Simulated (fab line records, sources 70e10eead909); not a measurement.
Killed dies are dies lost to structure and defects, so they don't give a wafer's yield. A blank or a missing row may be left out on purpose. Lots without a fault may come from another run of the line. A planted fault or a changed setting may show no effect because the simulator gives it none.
fab line records | flow nand_harc
record lots=6 wafers=18 last_day=31
route steps=1302 shown A_BONDPAD@1217 HYBRID_BOND@1237 THIN_TSV@1244 END@1302
lots that met no fault: from a run of the same line without faults
start_h: hours from the record's first day to the start of the lot's first wafer shown | wait_h: hours since the lot's step before | " the same as in the row above | L1.1+2: a row that stands for several wafers | - no value, or no start given | * or withheld: withheld | < > ~ a bound
route shown NAME@n: a module of which the file shows steps, and the number in the route of the first | usual: mean/standard deviation of fault-free wafers | same: alike in all rows | chamber/n: place in a boat | sites: the reading at each site | _std_site: their standard deviation | _edge_site: outer sites' mean less inner sites' | radius_mm: how far each site lies from the wafer's centre | mask NAME#n: copy n | behind: the tool/chamber that last shaped the wafer | hold: why the lot was held/for how many hours/how that ended | device: the transistor (n, p or np) that didn't switch | end of line: the same wafers' tests at the end of the route | a step without rows: its recipe alone | killed: dies lost to structure and defects at the first sort, not the wafer's yield | map: a wafer's dies, x killed, . not, _ none there
set.NAME: the setting as run; set.NAME@STEP: as run at that earlier step | model.NAME: the simulator's own value behind a step, which no gauge read
lots at some steps of the route; a table a step, a row a wafer
services: from which hour (start_h, from the record's first day; less than 0 if before it) a tool's chamber was out of use, for how many hours, and why
## steps
# step NHARC_A_BONDPAD_HARDBAKE_10
# recipe temp_c=118 time_s=65
# step NHARC_A_BONDPAD_DESCUM_11
# recipe time_s=3 o2_flow_sccm=200 ar_flow_sccm=0 bias_power_w=0 chemistry=O2
# step NHARC_A_BONDPAD_ETCH_34
# recipe target_depth_a=600 overetch_a=180 time_s=65.91 ion_energy_ev=200 n2_flow_sccm=150 h2_flow_sccm=150 ar_flow_sccm=0 rf_w=400 bias_w=150 chemistry=N2/H2
# step NHARC_A_BONDPAD_ETCH_12
# recipe target_depth_a=2200 time_s=110 chf3_flow_sccm=50 o2_flow_sccm=10 ar_flow_sccm=200 rf_w=500 bias_w=200 chemistry=CHF3/O2
# usual chamber_pressure_mTorr=25.001/0.019 drypump_motor_current_A=5.7/0.52 oes_product_au=0.947/0.025 rf_vpp_V=370.7/2.2 showerhead_plenum_p_Torr=2.40/0.092 throttle_valve_pct=20.573/0.0096
# columns lot.wafer tool chamber start_h wait_h chamber_pressure_mTorr drypump_motor_current_A oes_product_au rf_hours_counter_h rf_vpp_V showerhead_plenum_p_Torr throttle_valve_pct
L112.4 rie_diel-06 2 - - 24.979 5.6 0.910 14 367.3 2.26 20.562
L112.3 " 0 " " 25.034 5.0 0.915 13 370.1 2.38 20.576
L112.6 " 1 " " 24.957 6.2 0.921 - 372.5 2.51 20.579
L113.1 rie_diel-06 0 - - 25.005 5.0 0.931 16 370.4 2.38 20.581
L113.2 " 1 " " 24.965 6.2 0.927 16 372.9 2.51 20.580
L113.3 " 3 " " 25.012 6.5 0.926 15 371.3 2.44 20.563
L123.4 rie_diel-13 1 - - 24.990 5.7 0.935 44 367.1 2.31 20.577
L123.1 " 2 " " 25.012 5.9 0.903 49 368.9 2.31 20.559
L123.2 " 3 " " 24.967 6.3 0.914 47 370.3 2.34 20.584
L126.1 rie_diel-05 0 - - 24.999 4.9 0.962 3 372.4 2.54 20.558
L126.4 " 1 " " 24.989 6.6 0.966 2 367.8 2.35 20.572
L126.5 " 2 " " 24.994 5.6 0.951 - 368.0 2.31 20.575
L125.4 rie_diel-05 0 - - 25.002 5.0 0.938 3 373.5 2.54 20.583
L125.5 " 3 " " 24.989 5.7 0.932 - 371.8 2.49 20.578
L125.6 " 0 " " 24.978 5.0 0.930 - 375.1 2.54 20.578
L127.4 rie_diel-05 2 - - 25.004 5.7 0.970 3 368.6 2.32 20.572
L127.2 " 3 " " 25.014 5.7 0.971 3 372.0 2.49 20.567
L127.6 " 3 " " 25.016 5.7 0.969 - 374.0 2.49 20.574
# step NHARC_A_BONDPAD_CD_MEAS_13
# usual cd_nm=498/3.3
# columns lot.wafer tool chamber start_h wait_h cd_nm
L112.3 cd_sem-01 - 564.13 - 500
L112.4 " - " " 499
L112.6 " - " " 498
L113.1 cd_sem-01 - 575.20 - 505
L113.2 " - " " 498
L113.3 " - " " 502
L123.1 cd_sem-01 - 674.49 - 501
L123.2 " - " " 494
L123.4 " - " " 496
L126.1 cd_sem-01 - 696.89 - 504
L126.4 " - " " 502
L126.5 " - " " 499
L125.4 cd_sem-01 - 697.93 - 494
L125.5 " - " " 495
L125.6 " - " " 493
L127.2 cd_sem-03 - 700.80 - 494
L127.4 " - " " 498
L127.6 " - " " 500
# step NHARC_A_BONDPAD_STRIP_15
# recipe o2_flow_sccm=500 ar_flow_sccm=0 bias_w=0 chemistry=O2
# usual chamber_pressure_mTorr=60.00/0.06 drypump_motor_current_A=5.7/0.55 oes_product_au=1.001/0.011 rf_vpp_V=57.8/0.86 showerhead_plenum_p_Torr=3.52/0.13 throttle_valve_pct=17.036/0.0085
# columns lot.wafer tool chamber start_h wait_h chamber_pressure_mTorr drypump_motor_current_A oes_product_au rf_hours_counter_h rf_vpp_V showerhead_plenum_p_Torr throttle_valve_pct
L112.3 rie_diel-05 2 564.20 0.1 59.95 5.7 0.978 5 58.1 3.41 17.050
L112.4 " 0 " " 59.97 5.0 0.994 6 58.7 3.72 17.042
L112.6 " 3 " " 59.94 5.7 1.000 - 57.6 3.65 17.040
L113.2 rie_diel-05 3 575.28 0.1 60.10 5.7 1.005 6 57.2 3.65 17.039
L113.3 " 1 " " 60.05 6.6 1.005 6 58.5 3.45 17.056
L113.1 " 2 " " 59.92 5.6 0.982 5 57.6 3.41 17.037
L123.2 rie_diel-13 0 674.56 0.1 59.97 5.4 0.997 54 57.3 3.51 17.056
L123.4 " 1 " " 59.95 5.7 1.000 44 57.8 3.39 17.033
L123.1 " 3 " " 59.98 6.3 0.994 47 58.5 3.43 17.036
L126.1 rie_diel-05 2 696.98 0.1 60.02 5.6 0.998 3 56.9 3.40 17.029
L126.4 " 3 " " 60.03 5.7 1.010 3 58.0 3.65 17.024
L126.5 " 2 " " 60.02 5.6 1.004 - 58.2 3.40 17.029
L125.4 rie_diel-05 1 697.99 0.1 59.93 6.6 1.002 2 58.8 3.45 17.036
L125.6 " 1 " " 59.95 6.6 0.995 - 57.4 3.45 17.031
L125.5 " 2 " " 59.99 5.7 0.997 - 57.2 3.40 17.040
L127.2 rie_diel-06 2 700.87 0.1 60.01 5.6 1.002 6 56.9 3.32 17.056
L127.4 " 3 " " 60.02 6.5 0.989 5 57.5 3.58 17.039
L127.6 " 2 " " 60.01 5.7 1.009 - 57.4 3.32 17.039
# step NHARC_A_BONDPAD_ETCH_24
# recipe target_depth_a=300 over_etch_frac=0.3 time_s=72.99 ion_energy_ev=150 cf4_flow_sccm=50 n2_flow_sccm=100 ar_flow_sccm=150 rf_w=300 bias_w=100 chemistry=CF4/N2
# usual chamber_pressure_mTorr=30.004/0.028 drypump_motor_current_A=5.7/0.55 n2_flow_sccm=100.0/0.31 oes_product_au=1.002/0.012 rf_vpp_V=314.2/1.8 showerhead_plenum_p_Torr=2.62/0.099 throttle_valve_pct=19.794/0.0095
# columns lot.wafer tool chamber start_h wait_h chamber_pressure_mTorr drypump_motor_current_A n2_flow_sccm oes_product_au rf_hours_counter_h rf_vpp_V showerhead_plenum_p_Torr throttle_valve_pct
L112.3 rie_diel-05 2 - - 29.982 5.6 100.3 0.982 5 311.8 2.53 19.784
L112.4 " 3 " " 30.014 5.6 99.9 1.004 6 316.2 2.72 19.791
L112.6 " 2 " " 30.038 5.6 100.7 0.987 - 313.0 2.53 19.796
L113.1 rie_diel-05 0 - - 30.016 4.9 100.1 1.001 6 317.0 2.77 19.793
L113.3 " 1 " " 30.029 6.5 100.5 1.000 6 312.3 2.57 19.793
L113.2 " 2 " " 29.988 5.6 99.6 0.988 5 312.3 2.53 19.805
L123.1 rie_diel-13 2 - - 29.992 5.9 99.9 0.980 49 312.0 2.53 19.798
L123.4 " 3 " " 29.989 6.2 99.5 0.977 47 312.8 2.55 19.792
L123.2 " 1 " " 29.955 5.7 99.7 0.993 44 313.1 2.52 19.773
L126.4 rie_diel-05 1 - - 30.012 6.6 99.5 1.016 2 313.7 2.57 19.809
L126.1 " 3 " " 29.991 5.6 99.9 1.005 3 317.4 2.72 19.795
L126.5 " 2 " " 29.996 5.7 100.1 1.000 - 312.5 2.53 19.790
L125.4 rie_diel-05 3 - - 30.009 5.7 100.2 1.019 3 315.4 2.72 19.804
L125.6 " 1 " " 30.008 6.6 99.7 0.999 - 313.0 2.57 19.794
L125.5 " 2 " " 30.045 5.7 99.8 0.998 - 311.9 2.53 19.785
L127.4 rie_diel-06 0 - - 30.037 5.0 100.3 0.996 5 313.7 2.59 19.800
L127.2 " 2 " " 30.001 5.6 99.9 1.010 6 312.3 2.47 19.815
L127.6 " 3 " " 29.950 6.5 100.0 0.988 - 315.2 2.66 19.777
# step NHARC_A_BONDPAD_STRIP_16
# recipe time_s=600 temp_c=30 chemistry=post_etch_residue_remover
# step NHARC_A_BONDPAD_DEGAS_25
# recipe temp_c=300 time_s=60
# step NHARC_A_BONDPAD_PRE_CLEAN_26
# recipe time_s=30 temp_c=280 gas=H2/He
# step NHARC_A_BONDPAD_PVD_17
# recipe target_thk_a=50 bias_v=168.6 power_w=15000 chamber_pressure_pa=0.12 time_s=8.06 substrate_temp_c=50 material=TaN
# step NHARC_A_BONDPAD_PVD_27
# recipe target_thk_a=300 chamber_pressure_pa=5 power_w=5000 substrate_temp_c=30 time_s=20.49 material=Cu
# step NHARC_A_BONDPAD_ECD_18
# recipe target_thk_a=4000 bath_temp_c=25 material=Cu
# columns lot.wafer tool chamber start_h wait_h
L112.4+3+6 ecd_cu-01 0,1,1 565.22 -
L113.1+2+3 ecd_cu-02 1,0,0 576.19 -
L123.2+1+4 ecd_cu-01 0,1,0 675.47 -
L126.1+4+5 ecd_cu-02 1,0,1 697.92 -
L125.4+5+6 ecd_cu-02 0,1,0 699.07 -
L127.2+4+6 ecd_cu-01 0,1,1 701.85 -
# step NHARC_A_BONDPAD_ANNEAL_28
# recipe temp_c=225 time_s=90
# usual wafer_temp_C_max=226.4/0.57
# columns lot.wafer tool chamber start_h wait_h wafer_temp_C_max
L112.3 rtp_anneal-02 0 565.61 0.3 226.1
L112.4 " 0 " " 226.3
L112.6 " 0 " " 225.9
L113.1 rtp_anneal-01 0 576.56 - 227.1
L113.2 " 0 " " 227.0
L113.3 " 0 " " 227.3
L123.1 rtp_anneal-02 0 675.84 - 226.2
L123.2 " 0 " " 226.1
L123.4 " 0 " " 226.0
L126.1 rtp_anneal-01 0 698.25 - 226.4
L126.4 " 0 " " 226.7
L126.5 " 0 " " 227.2
L125.4 rtp_anneal-02 0 699.45 - 225.8
L125.5 " 0 " " 226.1
L125.6 " 0 " " 225.9
L127.2 rtp_anneal-01 0 702.23 0.3 227.3
L127.4 " 0 " " 226.8
L127.6 " 0 " " 227.3
# step NHARC_A_BONDPAD_CMP_19
# recipe t_overpolish_s=30 cu_recess_touch_s=16 target_thk_nm=169.82
# step NHARC_A_BONDPAD_SRD_21
# recipe time_s=30 temp_c=23 dry_time_s=20 spin_rpm=1500
# step NHARC_A_BONDPAD_INSPECT_23
# usual raw_defect_count=561/130
# columns lot.wafer tool chamber start_h wait_h raw_defect_count
L112.3 defect_inspect-01 - 566.40 0.0 475
L112.4 " - " " 442
L112.6 " - " " 643
L113.1 defect_inspect-02 - 577.45 0.0 578
L113.2 " - " " 655
L113.3 " - " " 921
L123.1 defect_inspect-02 - 676.75 0.0 521
L123.2 " - " " 636
L123.4 " - " " 637
L126.1 defect_inspect-01 - 699.11 0.0 569
L126.4 " - " " 695
L126.5 " - " " 777
L125.4 defect_inspect-02 - 700.19 0.0 515
L125.5 " - " " 508
L125.6 " - " " 536
L127.2 defect_inspect-01 - 703.05 0.0 576
L127.4 " - " " 587
L127.6 " - " " 616
# step NHARC_HYBRID_BOND_ACTIVATE_00
# recipe time_s=60 n2_flow_sccm=200 ar_flow_sccm=0 bias_power_w=0 chemistry=N2
# step NHARC_HYBRID_BOND_PRECLEAN_01
# recipe time_s=300 temp_c=23 chemistry=DIW
# step NHARC_HYBRID_BOND_SRD_02
# recipe time_s=30 temp_c=23 dry_time_s=20 spin_rpm=1500
# step NHARC_HYBRID_BOND_BOND_03
# recipe temp_c=25
# step NHARC_HYBRID_BOND_ANNEAL_04
# recipe temp_c=300 time_s=7200 ramp_up_c_per_min=5 ramp_down_c_per_min=3 idle_temp_c=100 pressure_atm=1
# step NHARC_HYBRID_BOND_OVL_MEAS_05
# usual overlay_x_nm=0/33 overlay_y_nm=-4/34
# columns lot.wafer tool chamber start_h wait_h overlay_x_nm overlay_y_nm
L112.3 overlay-01 - 579.30 0.4 25 -35
L112.4 " - " " -25 45
L112.6 " - " " -1 6
L113.1 overlay-01 - 583.67 0.4 13 -96
L113.2 " - " " 41 -29
L113.3 " - " " -35 -51
L123.1 overlay-02 - 686.22 0.4 69 63
L123.2 " - " " 70 -49
L123.4 " - " " -8 52
L126.1 overlay-01 - 708.63 0.4 -8 -24
L126.5 " - " " 38 -33
L125.5 overlay-02 - 708.63 0.4 14 -76
L125.6 " - " " 30 20
L127.2 overlay-01 - 716.51 0.4 53 7
L127.4 " - " " 2 11
L127.6 " - " " 11 16
# step NHARC_HYBRID_BOND_INSPECT_06
# recipe inspect_instrument=ir_void
# usual raw_defect_count=88/36
# columns lot.wafer tool chamber start_h wait_h raw_defect_count
L112.3 defect_inspect-02 - 579.36 0.1 111
L112.4 " - " " 128
L112.6 " - " " 95
L113.1 defect_inspect-02 - 583.73 0.0 103
L113.2 " - " " 116
L113.3 " - " " 111
L123.1 defect_inspect-01 - 686.27 0.0 75
L123.2 " - " " 58
L123.4 " - " " 72
L126.1 defect_inspect-01 - 708.68 0.0 120
L126.5 " - " " 119
L125.5 defect_inspect-02 - 708.69 0.1 94
L125.6 " - " " 86
L127.2 defect_inspect-01 - 716.56 0.1 64
L127.4 " - " " 77
L127.6 " - " " 64
# step NHARC_THIN_TSV_GRIND_00
# recipe target_thk_um=6
# step NHARC_THIN_TSV_CMP_01
# recipe target_thk_um=3
# step NHARC_THIN_TSV_THK_MEAS_02
# recipe thk_meas_gauge=ir
# usual thk_nm=3029/220
# columns lot.wafer tool chamber start_h wait_h thk_nm
L112.3 film_metro-01 - 605.59 - 3283
L112.4 " - " " 3446
L112.6 " - " " 3389
L113.1 film_metro-02 - 607.99 - 3452
L113.2 " - " " 3434
L113.3 " - " " 3458
L123.1 film_metro-02 - 687.91 0.2 3185
L123.2 " - " " 3076
L123.4 " - " " 3092
L125.5 film_metro-02 - 715.33 - 2660
L125.6 " - " " 3100
L126.1 film_metro-01 - 716.53 0.2 3201
L126.5 " - " " 3286
L127.2 film_metro-01 - 718.18 0.2 2869
L127.4 " - " " 2991
L127.6 " - " " 3276
# step NHARC_THIN_TSV_SRD_03
# step NHARC_THIN_TSV_PRECLEAN_41
# recipe time_s=* temp_c=50 bath_age_min=0 chemistry=SC1
# step NHARC_THIN_TSV_SRD_42
# step NHARC_THIN_TSV_DEP_43
# recipe target_thk_a=13285 temp_c=withheld pressure_torr=6.5 rf_w=900 teos_flow_sccm=161.4 flow_sccm=2650 target_thk_nm=1328.5 gas=O2 material=SiO2
# usual throttle_valve_pct=16.0/0.41
# columns lot.wafer tool chamber start_h wait_h throttle_valve_pct
L112.3 pecvd-04 2 605.86 - 16.4
L112.4 " 1 " " 16.5
L112.6 " 0 " " 15.9
L113.3 pecvd-01 0 608.23 - 16.0
L113.1 " 1 " " 15.5
L113.2 " 2 " " 15.9
L123.1 pecvd-01 2 688.13 - 15.9
L123.2 " 0 " " 15.2
L123.4 " 2 " " 15.8
L125.6 pecvd-04 0 715.73 - 15.7
L125.5 " 1 " " 16.7
L126.1 pecvd-01 0 716.75 - 15.5
L126.5 " 0 " " 15.5
L127.2 pecvd-03 0 718.49 - 16.3
L127.4 " 2 " " 16.7
L127.6 " 0 " " 16.0
# step NHARC_THIN_TSV_DEHYDRATE_04
# recipe temp_c=150 time_s=120
# step NHARC_THIN_TSV_HMDS_05
# recipe time_s=30
# step NHARC_THIN_TSV_COAT_06
# recipe spin_rpm=*
# step NHARC_THIN_TSV_SOFTBAKE_07
# recipe temp_c=122 time_s=95
# step NHARC_THIN_TSV_EBR_08
# step NHARC_THIN_TSV_EXPOSE_09
# recipe na=0.55 dose_mj=30.7 mask_id=TSV
# step NHARC_THIN_TSV_PEB_10
# recipe peb_temp_c=118 peb_time_s=85
# step NHARC_THIN_TSV_DEVELOP_11
# recipe time_s=70
# step NHARC_END_SORT_01
# recipe temp_c=25
# usual defect_limited_yield=91.2/2.6 killed_at_array=55/17 killed_at_other=0.9/1.2 killed_at_periphery=3.7/2.5 killed_dies=59/18 killed_open=3.4/1.9 killed_short=2.6/1.6 sort_bin_2_pct=3.1/1.2 sort_bin_3_pct=0.7/0.4 sort_bin_4_pct=4.9/1.4 sort_n_pass=618/18 sort_rim_yield_pct=93/3.7 sort_yield_pct=91.2/2.6
# same gross_dies=677 sort_bin_5_pct[%]=0 sort_bin_6_pct[%]=0 sort_bin_7_pct[%]=0 sort_bin_8_pct[%]=0 sort_rim_n_gross=106.00
# columns lot.wafer tool chamber start_h wait_h defect_limited_yield[%] killed_at_array killed_at_other killed_at_periphery killed_dies killed_open killed_short sort_bin_2_pct[%] sort_bin_3_pct[%] sort_bin_4_pct[%] sort_n_pass sort_rim_yield_pct[%] sort_yield_pct[%]
L126.4 prober-01 0 733.79 3.4 0 668 1 8 677 4 3 93.2 1.2 5.6 0 0 0
L125.4 prober-01 0 741.56 3.4 0 670 2 5 677 3 5 94.8 0.6 4.6 0 0 0
# killed by level:class
L126.4 A_BONDPAD:area_ecd=605 A_CHANNEL_HOLE_D1:chamber_film_flake=27 A_CHANNEL_HOLE_D2:chamber_film_flake=14 A_BLC:chamber_film_flake=8 A_STAIRCASE:chamber_film_flake=4 P_M1:chamber_film_flake=3 A_CONTACT:chamber_film_flake=3 P_GATE:geometric_particle:open=2
L125.4 A_BONDPAD:area_ecd=625 A_SLIT:chamber_film_flake=18 A_CHANNEL_HOLE_D1:chamber_film_flake=5 P_GATE:chamber_film_flake=4 A_CHANNEL_HOLE_D2:chamber_film_flake=4 A_STAIRCASE:chamber_film_flake=4 A_CONTACT:chamber_film_flake=4 A_ONON_D1:geometric_particle:short=2
# map L125.4 (x killed, . not)
____________x____________
_________xxxxxxx_________
_______xxxxxxxxxxx_______
______xxxxxxxxxxxxx______
_____xxxxxxxxxxxxxxx_____
____xxxxxxxxxxxxxxxxx____
____xxxxxxxxxxxxxxxxx____
___xxxxxxxxxxxxxxxxxxx___
___xxxxxxxxxxxxxxxxxxx___
__xxxxxxxxxxxxxxxxxxxxx__
__xxxxxxxxxxxxxxxxxxxxx__
_xxxxxxxxxxxxxxxxxxxxxxx_
_xxxxxxxxxxxxxxxxxxxxxxx_
_xxxxxxxxxxxxxxxxxxxxxxx_
_xxxxxxxxxxxxxxxxxxxxxxx_
_xxxxxxxxxxxxxxxxxxxxxxx_
xxxxxxxxxxxxxxxxxxxxxxxxx
xxxxxxxxxxxxxxxxxxxxxxxxx
xxxxxxxxxxxxxxxxxxxxxxxxx
xxxxxxxxxxxxxxxxxxxxxxxxx
xxxxxxxxxxxxxxxxxxxxxxxxx
_xxxxxxxxxxxxxxxxxxxxxxx_
_xxxxxxxxxxxxxxxxxxxxxxx_
_xxxxxxxxxxxxxxxxxxxxxxx_
_xxxxxxxxxxxxxxxxxxxxxxx_
_xxxxxxxxxxxxxxxxxxxxxxx_
__xxxxxxxxxxxxxxxxxxxxx__
__xxxxxxxxxxxxxxxxxxxxx__
___xxxxxxxxxxxxxxxxxxx___
___xxxxxxxxxxxxxxxxxxx___
____xxxxxxxxxxxxxxxxx____
____xxxxxxxxxxxxxxxxx____
_____xxxxxxxxxxxxxxx_____
______xxxxxxxxxxxxx______
_______xxxxxxxxxxx_______
_________xxxxxxx_________
____________x____________
# map L126.4 (x killed, . not)
____________x____________
_________xxxxxxx_________
_______xxxxxxxxxxx_______
______xxxxxxxxxxxxx______
_____xxxxxxxxxxxxxxx_____
____xxxxxxxxxxxxxxxxx____
____xxxxxxxxxxxxxxxxx____
___xxxxxxxxxxxxxxxxxxx___
___xxxxxxxxxxxxxxxxxxx___
__xxxxxxxxxxxxxxxxxxxxx__
__xxxxxxxxxxxxxxxxxxxxx__
_xxxxxxxxxxxxxxxxxxxxxxx_
_xxxxxxxxxxxxxxxxxxxxxxx_
_xxxxxxxxxxxxxxxxxxxxxxx_
_xxxxxxxxxxxxxxxxxxxxxxx_
_xxxxxxxxxxxxxxxxxxxxxxx_
xxxxxxxxxxxxxxxxxxxxxxxxx
xxxxxxxxxxxxxxxxxxxxxxxxx
xxxxxxxxxxxxxxxxxxxxxxxxx
xxxxxxxxxxxxxxxxxxxxxxxxx
xxxxxxxxxxxxxxxxxxxxxxxxx
_xxxxxxxxxxxxxxxxxxxxxxx_
_xxxxxxxxxxxxxxxxxxxxxxx_
_xxxxxxxxxxxxxxxxxxxxxxx_
_xxxxxxxxxxxxxxxxxxxxxxx_
_xxxxxxxxxxxxxxxxxxxxxxx_
__xxxxxxxxxxxxxxxxxxxxx__
__xxxxxxxxxxxxxxxxxxxxx__
___xxxxxxxxxxxxxxxxxxx___
___xxxxxxxxxxxxxxxxxxx___
____xxxxxxxxxxxxxxxxx____
____xxxxxxxxxxxxxxxxx____
_____xxxxxxxxxxxxxxx_____
______xxxxxxxxxxxxx______
_______xxxxxxxxxxx_______
_________xxxxxxx_________
____________x____________
## services
# columns tool chamber start_h hours kind
pecvd-03 - 547.00 13.0 pm
rie_diel-05 0 548.11 2.9 repair
rie_diel-05 0 562.65 - clean
rie_diel-05 1 562.65 - clean
rie_diel-05 2 562.65 - clean
rie_diel-05 3 562.65 - clean
pecvd-03 0 571.66 3.6 repair
rie_diel-05 - 583.60 9.0 pm
rie_diel-05 0 583.60 9.0 vent_cycle
rie_diel-05 1 583.60 9.0 vent_cycle
rie_diel-06 2 586.16 8.3 repair
ecd_cu-02 - 596.04 8.0 pm
rie_diel-05 1 599.62 6.9 repair
ecd_cu-01 - 614.85 2.6 repair
pecvd-04 - 631.52 13.0 pm
rie_diel-13 3 648.51 3.9 repair
pecvd-04 - 651.56 5.4 repair
rie_diel-06 - 661.24 9.0 pm
pecvd-04 - 670.03 0.6 repair
ecd_cu-02 - 672.05 9.7 repair
pecvd-01 - 673.07 13.0 pm
ecd_cu-01 - 688.11 8.0 pm
rie_diel-13 - 696.00 9.0 pm
pecvd-04 - 713.04 0.8 repair
## key
first_sign step=NHARC_END_SORT_01 reading=sort_bin_2_pct direction=up sigmas=79 usual=3.1 struck=94.0
effect step=NHARC_END_SORT_01 reading=killed_at_array direction=up sigmas=36 usual=55 struck=669
more_kills_born_at NHARC_A_BONDPAD_ECD_18@ecd_cu-02=1230
met_at NHARC_A_BONDPAD_ECD_18
struck_wafers L125.4,L126.4
later_rows_left_out L125.4,L126.4
onset_between 576.19 697.92
fault kind=process_parameter_drift tool=ecd_cu-02 chamber=- onset_h=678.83 steps=NHARC_A_BONDPAD_ECD_18 channel=target_thk_a offset=* shape=step end_h=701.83 scope=struck_wafers_only acts_in=* stated=*
# later_rows_left_out: the simulator's readings of these wafers behind a module that went badly wrong aren't trusted and aren't shown, but for the sort
